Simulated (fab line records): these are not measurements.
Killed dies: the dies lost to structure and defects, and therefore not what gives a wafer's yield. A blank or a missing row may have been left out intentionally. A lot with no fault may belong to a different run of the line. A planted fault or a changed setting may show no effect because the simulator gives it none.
Struck lot and sound lot, side by side    flow nand-harc    12 steps out of a route of 1159
Sound: the wafers L554.1, L554.2, L554.3. Wafers L571.1, L571.3, L571.4 were the ones struck. The cause is given at the end.
Each step with rows lists, per side, the tool, then ch with its chambers, then its first start. Under that, the readings that differ: sound wafers    struck wafers    difference of the means    sigmas: that difference in standard deviations of wafers without a fault.
alike: words and numbers the same on both sides, and readings whose means are apart by under 2 such deviations; not compared: readings that were withheld, readings missing a value for some wafer, numbers with overlapping values and no deviation given by the record, and bounds like >300 which may hide the same value.
The two part at a step that has a row with sigmas, a row that says differs or no value, or rows on one side only. When numbers do not overlap yet have no deviation, they are printed without sigmas and do not part them. Lack of a reading on every wafer of one side parts them only where that side has two or more wafers.

NHARC_A_ZERO_WELL_INSPECT_17:
  sound on defect-inspect-02, day 8 02:06; struck on defect-inspect-01, day 12 18:46
  alike: raw-defect-count
then, 3 steps without rows for these wafers: NHARC_A_SOURCE_PLATE_PRECLEAN_00 (cleans in HF-LAST, time 60 s); NHARC_A_SOURCE_PLATE_SRD_01; NHARC_A_SOURCE_PLATE_OXIDE_02 (material SiO2, target thk 10 nm, ox time 1362 s).
NHARC_A_SOURCE_PLATE_THK_MEAS_09: measures by ellipsometry.
  sound on film-metro-01, day 8 09:11; struck on film-metro-02, day 13 03:49
  alike: thk-nm
then, 3 steps without rows for these wafers: NHARC_A_SOURCE_PLATE_PVD_04 (deposits WSi2, target thk 50 nm); NHARC_A_SOURCE_PLATE_CVD_03 (deposits poly-Si, target thk 200 nm, time 4000 s); NHARC_A_SOURCE_PLATE_ANNEAL_05 (time 1800 s).
NHARC_A_SOURCE_PLATE_THK_MEAS_06: measures by ellipsometry.
  sound on film-metro-02, day 8 22:26; struck on film-metro-02, day 13 17:56
  alike: thk-nm
NHARC_A_SOURCE_PLATE_INSPECT_08:
  sound on defect-inspect-01, day 8 22:29; struck on defect-inspect-01, day 13 18:00
  alike: raw-defect-count
NHARC_A_ONON_D1_DEP_00: target thk 1000 nm.
  sound on pecvd-onon-03 ch 0, day 8 22:34; struck on pecvd-onon-02, day 13 18:04
  no value came back on the struck wafers for n2-flow-sccm (sccm), n2o-flow-sccm (sccm); on the sound wafers n2-flow-sccm (sccm) reads 2747 2754 2749
NHARC_END_SORT_01:
  the record has rows for the sound wafers here (prober-02 ch 0, day 21 12:18) and none for the struck ones

== WHERE THEY PART ==
Last at NHARC_END_SORT_01 as far as this record goes, first at NHARC_A_ONON_D1_DEP_00.

WHY: what the simulator had put in
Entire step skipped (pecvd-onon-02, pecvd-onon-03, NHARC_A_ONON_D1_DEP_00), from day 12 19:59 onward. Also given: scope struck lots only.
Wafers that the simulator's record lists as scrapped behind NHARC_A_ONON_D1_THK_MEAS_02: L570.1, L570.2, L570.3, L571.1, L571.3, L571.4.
